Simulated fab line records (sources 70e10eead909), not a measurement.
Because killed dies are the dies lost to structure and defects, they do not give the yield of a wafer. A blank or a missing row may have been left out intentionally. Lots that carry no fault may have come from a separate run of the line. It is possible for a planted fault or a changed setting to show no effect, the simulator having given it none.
Matching of chambers | flow nand-harc | NHARC_A_ONON_D1_DEP_33 on pecvd-02: 3 sister chambers
The step deposits SiO2, target thk 200 nm. 16 wafers are shown with their chamber, then 8 later ones without.

## WAFERS PAIRED WITH THEIR CHAMBERS
wafer  | chamber | heater-power-w (W) | throttle-valve-pct (%)
L076.4 | 2       | 523                | 16.3
L076.5 | 1       | 759                | 16.2
L076.6 | 0       | 392                | 15.4
L077.1 | 2       | 535                | 16.4
L077.4 | 0       | 443                | 15.2
L077.6 | 2       | 542                | 16.2
L079.1 | 2       | 611                | 16.1
L079.2 | 0       | 470                | 15.4
L079.6 | 1       | 696                | 16.4
L080.1 | 1       | 757                | 16.4
L080.3 | 0       | 436                | 15.3
L080.5 | 2       | 574                | 16.2
L083.1 | 1       | 803                | 16.7
L083.2 | 2       | 551                | 16.5
L083.6 | 0       | 508                | 15.6
L087.1 | 2       | 500                | 16.2

SIGNATURES (averages over the wafers above)
reading            | chamber 0 | chamber 1 | chamber 2 | scatter within a chamber
heater-power-w     | 449.80    | 753.75    | 548.00    | 40.2
throttle-valve-pct | 15.380    | 16.425    | 16.271    | 0.159
Rule: a wafer lies at a distance from a chamber equal to the root of the sum of squares, over the readings, of (its reading less the chamber's mean, divided by the reading's scatter). The wafer belongs to the nearest chamber; if the next one is less than 2 further off, it can't be placed. The scatter: take each reading less its chamber's mean, square it, sum over the shown wafers, divide by the number of wafers less the number of chambers, and take the root.

## WAFERS WITHOUT THEIR CHAMBER
wafer  | heater-power-w (W) | throttle-valve-pct (%)
L087.4 | 444                | 15.4
L087.6 | 703                | 16.5
L086.1 | 817                | 16.4
L086.2 | 553                | 16.8
L086.5 | 415                | 15.2
L095.1 | 421                | 15.5
L095.3 | 599                | 16.5
L095.6 | 771                | 16.6

## THE CHAMBER EACH PASSED THROUGH
wafer  | from the rows above     | in truth
L087.4 | 0                       | 0
L087.6 | 1                       | 1
L086.1 | 1                       | 1
L086.2 | 2                       | 2
L086.5 | 0                       | 0
L095.1 | 0                       | 0
L095.3 | can't be placed: 2 or 1 | 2
L095.6 | 1                       | 1
7 of 8 placed correctly. Not placeable from these rows: 1 (in 1, the candidates include the true chamber). 0 placed wrongly.
